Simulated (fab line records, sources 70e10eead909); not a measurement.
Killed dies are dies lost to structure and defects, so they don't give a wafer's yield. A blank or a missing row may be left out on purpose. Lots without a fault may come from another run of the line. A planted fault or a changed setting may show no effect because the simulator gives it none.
fab line records | flow nand_harc
record lots=6 wafers=18 last_day=24
route steps=1159 shown A_WL_FILL@828 A_CONTACT@840
lots that met no fault: from a run of the same line without faults
start_h: hours from the record's first day to the start of the lot's first wafer shown | wait_h: hours since the lot's step before | " the same as in the row above | L1.1+2: a row that stands for several wafers | - no value, or no start given | * or withheld: withheld | < > ~ a bound
route shown NAME@n: a module of which the file shows steps, and the number in the route of the first | usual: mean/standard deviation of fault-free wafers | same: alike in all rows | chamber/n: place in a boat | sites: the reading at each site | _std_site: their standard deviation | _edge_site: outer sites' mean less inner sites' | radius_mm: how far each site lies from the wafer's centre | mask NAME#n: copy n | behind: the tool/chamber that last shaped the wafer | hold: why the lot was held/for how many hours/how that ended | device: the transistor (n, p or np) that didn't switch | end of line: the same wafers' tests at the end of the route | a step without rows: its recipe alone | killed: dies lost to structure and defects at the first sort, not the wafer's yield | map: a wafer's dies, x killed, . not, _ none there
set.NAME: the setting as run; set.NAME@STEP: as run at that earlier step | model.NAME: the simulator's own value behind a step, which no gauge read
lots at some steps of the route; a table a step, a row a wafer
services: from which hour (start_h, from the record's first day; less than 0 if before it) a tool's chamber was out of use, for how many hours, and why
## steps
# step NHARC_A_WL_FILL_CVD_23
# recipe target_thk_a=400 temp_c=620 pressure_mtorr=200 time_s=800 material=poly-Si
# step NHARC_A_WL_FILL_ETCHBACK_26
# recipe target_depth_a=520 time_s=13.3 hbr_flow_sccm=150 rf_w=350 icp_w=350 bias_w=60 chemistry=HBr
# usual drypump_motor_current_A=5.7/0.45 hbr_flow_sccm=150.1/0.41 oes_product_au=1.005/0.0082 throttle_valve_pct=23.266/0.0089
# columns lot.wafer tool chamber start_h wait_h drypump_motor_current_A hbr_flow_sccm oes_product_au rf_hours_counter_h throttle_valve_pct
L632.1 rie_si-04 0 406.22 0.4 5.7 150.9 1.009 0.8 23.274
L632.4 " 1 " " 4.9 150.4 0.997 0.8 23.262
L632.3 " 2 " " 6.5 150.4 1.000 0.8 23.276
L636.2 rie_si-04 0 432.04 0.4 5.7 150.1 1.009 1.1 23.269
L636.3 " 2 " " 6.5 150.3 0.998 1.0 23.267
L636.1 " 3 " " 5.9 149.4 1.009 1.0 23.257
L637.4 rie_si-03 0 432.08 0.4 5.6 150.0 1.000 0.8 23.259
L637.6 " 1 " " 5.9 150.0 1.006 - 23.256
L637.5 " 2 " " 5.2 150.3 1.001 - 23.264
L642.4 rie_si-04 1 445.08 0.4 4.9 150.0 1.003 1.2 23.269
L642.2 " 3 " " 5.9 150.3 1.002 1.1 23.278
L642.6 " 1 " " 4.9 149.3 0.993 - 23.270
L647.1 rie_si-03 0 487.47 0.4 5.6 149.9 1.016 1.1 23.257
L647.6 " 3 " " 5.8 149.8 1.008 - 23.265
L647.5 " 1 " " 5.8 149.5 1.010 - 23.268
L648.3 rie_si-04 3 496.48 0.4 5.9 149.9 1.010 0.1 23.282
L648.2 " 1 " " 4.8 149.3 1.007 0.2 23.262
L648.6 " 3 " " 6.0 150.9 1.016 - 23.266
# step NHARC_A_WL_FILL_PRECLEAN_30
# recipe time_s=10 chemistry=dHF
# step NHARC_A_WL_FILL_SRD_14
# step NHARC_A_WL_FILL_ALD_19
# recipe target_thk_a=20 pulse_time_s=3 ald_cycles=100 temp_c=450 material=TiN
# usual heater_power_outer_w=711/64 heater_power_w=1102/78 precursor_pulse_height_rel=1.000/0.019
# columns lot.wafer tool chamber start_h wait_h heater_power_outer_w heater_power_w precursor_pulse_height_rel
L632.3 ald_metal-01 2 406.51 0.1 713 1066 1.014
L632.1 " 3 " " 714 1053 1.018
L632.4 " 0 " " 670 1082 0.984
L636.3 ald_metal-02 3 432.35 0.1 765 1147 1.035
L636.1 " 0 " " 797 1158 0.996
L636.2 " 1 " " 768 1218 1.021
L637.4 ald_metal-01 3 432.37 0.2 720 1035 1.017
L637.5 " 0 " " 661 1087 1.008
L637.6 " 1 " " 669 1161 0.975
L642.2 ald_metal-02 0 445.37 0.1 822 1142 1.026
L642.4 " 1 " " 739 1172 1.012
L642.6 " 3 " " 788 1183 1.014
L647.1 ald_metal-02 1 487.78 0.1 749 1154 1.024
L647.6 " 3 " " 767 1151 0.995
L647.5 " 0 " " 783 1152 0.996
L648.2 ald_metal-02 2 496.79 0.1 752 1127 0.998
L648.3 " 0 " " 789 1164 1.020
L648.6 " 1 " " 741 1171 1.014
# step NHARC_A_WL_FILL_CVD_20
# recipe target_thk_a=750 temp_c=300 pressure_torr=40 wf6_flow_sccm=40 h2_flow_sccm=1600 ar_flow_sccm=1560 time_s=5064 material=W
# usual heater_power_outer_w=293/29 heater_power_w=504/50 throttle_valve_pct=7.88/0.22
# columns lot.wafer tool chamber start_h wait_h heater_power_outer_w heater_power_w throttle_valve_pct
L632.1 cvd_w-01 1 - - 296 471 7.76
L632.4 " 0 " " 339 586 8.03
L632.3 " 1 " " 298 483 7.89
L637.4 cvd_w-01 1 - - 297 480 8.16
L637.5 " 0 " " 344 602 8.14
L637.6 " 1 " " 293 479 7.90
L636.2 cvd_w-02 1 - - 277 498 8.17
L636.1 " 0 " " 257 462 7.53
L636.3 " 1 " " 275 491 8.06
L642.2 cvd_w-01 0 - - 349 592 8.07
L642.4 " 0 " " 350 590 8.14
L642.6 " 0 " " 341 594 7.92
L647.1 cvd_w-01 0 - - 311 545 7.99
L647.6 " 0 " " 313 562 7.81
L647.5 " 1 " " 293 459 7.47
L648.2 cvd_w-01 0 - - 316 538 7.97
L648.3 " 1 " " 291 462 7.68
L648.6 " 0 " " 309 531 7.94
# step NHARC_A_WL_FILL_CMP_12
# recipe t_overpolish_s=30 target_thk_nm=75
# usual motor_current_A=12.3/1.3 overpolish_run_s=30.001/0.0086 time_to_endpoint_s=14.9/2
# columns lot.wafer tool chamber start_h wait_h motor_current_A overpolish_run_s time_to_endpoint_s
L632.4 cmp-01 1 411.75 2.9 15.2 29.993 14.1
L632.3 " 2 " " 11.9 30.013 14.8
L632.1 " 3 " " 12.1 30.007 16.0
L637.4 cmp-01 3 440.25 2.2 11.6 30.004 13.4
L637.5 " 1 " " 14.3 30.000 10.7
L637.6 " 2 " " 11.9 30.016 10.5
L636.3 cmp-01 2 444.44 2.9 12.1 29.997 14.6
L636.2 " 3 " " 11.9 30.001 14.6
L636.1 " 0 " " 13.1 30.010 13.9
L642.2 cmp-01 0 450.55 4.3 13.2 30.017 14.6
L642.4 " 3 " " 11.8 29.984 12.9
L642.6 " 0 " " 13.1 30.011 14.1
L647.1 cmp-02 3 495.09 4.4 10.9 30.011 15.1
L647.5 " 1 " " 12.3 30.011 14.1
L647.6 " 2 " " 10.5 29.995 14.4
L648.3 cmp-02 1 505.77 2.9 12.5 30.004 15.4
L648.2 " 3 " " 11.5 29.998 13.4
L648.6 " 0 " " 12.0 29.991 13.4
# step NHARC_A_WL_FILL_SRD_31
# step NHARC_A_WL_FILL_INSPECT_15
# usual raw_defect_count=406/130
# columns lot.wafer tool chamber start_h wait_h raw_defect_count
L632.1 defect_inspect-01 - 412.21 0.0 451
L632.3 " - " " 392
L632.4 " - " " 519
L637.4 defect_inspect-01 - 440.69 0.0 396
L637.5 " - " " 358
L637.6 " - " " 338
L636.1 defect_inspect-02 - 444.90 0.0 263
L636.2 " - " " 291
L636.3 " - " " 429
L642.2 defect_inspect-01 - 451.01 0.0 323
L642.4 " - " " 260
L642.6 " - " " 273
L647.1 defect_inspect-01 - 495.52 0.0 543
L647.5 " - " " 425
L647.6 " - " " 500
L648.2 defect_inspect-02 - 506.24 0.0 352
L648.3 " - " " 231
L648.6 " - " " 519
# step NHARC_A_CONTACT_DEP_24
# recipe target_thk_a=5000 temp_c=400 pressure_torr=6.5 rf_w=900 teos_flow_sccm=161.4 flow_sccm=2650 target_thk_nm=500 gas=O2 material=SiO2
# usual heater_power_outer_w=293/69 heater_power_w=524/97 mfc_precursor_sccm=161.4/0.45 throttle_valve_pct=15.9/0.46
# columns lot.wafer tool chamber start_h wait_h heater_power_outer_w heater_power_w mfc_precursor_sccm throttle_valve_pct
L632.3 pecvd-01 2 412.28 0.1 275 458 161.1 16.5
L632.1 " 0 " " 181 366 161.3 15.1
L632.4 " 0 " " 210 408 161.7 15.3
L637.5 pecvd-03 0 440.94 0.2 226 412 161.8 16.3
L637.6 " 1 " " 285 529 161.3 16.1
L637.4 " 2 " " 255 496 161.8 16.3
L636.3 pecvd-03 1 444.97 0.1 334 592 169.1 16.4
L636.2 " 2 " " 243 475 169.5 16.2
L636.1 " 0 " " 323 536 168.6 16.1
L642.2 pecvd-03 1 451.08 0.1 268 521 168.7 16.1
L642.6 " 1 " " 295 543 168.5 16.3
L642.4 " 2 " " 234 463 167.9 16.3
L647.1 pecvd-04 1 495.59 0.1 391 702 161.8 15.2
L647.5 " 2 " " 338 562 161.1 16.8
L647.6 " 0 " " 399 627 160.6 16.1
L648.3 pecvd-01 1 506.31 0.1 355 610 160.6 15.3
L648.2 " 2 " " 314 507 161.4 16.5
L648.6 " 2 " " 218 383 161.3 16.7
## services
# columns tool chamber start_h hours kind
cmp-01 - 384.66 6.4 repair
pecvd-04 - 386.99 13.0 pm
rie_si-03 0 394.60 2.7 repair
cmp-01 - 401.00 1.9 repair
pecvd-03 - 402.28 0.4 repair
pecvd-01 - 418.24 13.0 pm
rie_si-03 2 424.36 6.6 repair
cmp-02 - 424.51 4.0 pm
rie_si-03 3 438.94 6.0 repair
cmp-01 - 448.42 0.7 repair
rie_si-04 - 453.00 9.0 pm
cvd_w-02 0 457.40 10.0 repair
ald_metal-01 - 458.00 10.0 pm
pecvd-01 - 461.95 2.4 repair
cmp-02 - 469.53 0.8 repair
pecvd-01 2 471.89 8.0 repair
pecvd-03 - 473.14 13.0 pm
cmp-01 - 473.51 4.0 pm
cvd_w-01 - 475.69 13.0 pm
cvd_w-01 0 475.69 13.0 vent_cycle
cvd_w-01 1 475.69 13.0 vent_cycle
rie_si-03 2 484.95 6.3 repair
cvd_w-01 0 488.69 - clean
cvd_w-01 1 488.69 - clean
## key
first_sign step=NHARC_A_CONTACT_DEP_24 reading=mfc_precursor_sccm direction=up sigmas=16 usual=161.4 struck=168.7
effect none on later readings
met_at NHARC_A_CONTACT_DEP_24
struck_wafers L636.1,L636.2,L636.3,L642.2,L642.4,L642.6
tester_left_out L636,L642
onset_between 440.94 444.97
fault kind=process_parameter_drift tool=pecvd-03 chamber=- onset_h=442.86 steps=NHARC_A_CONTACT_DEP_24 channel=teos_flow_sccm offset=* shape=step end_h=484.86 acts_in=* stated=*
# tester_left_out: of these lots the tester's yield and bins aren't shown, on N5 and GAA mostly nor the transistor test; their killed dies are dies lost to structure and defects alone, not to doping, threshold or leakage, so they don't give the yield
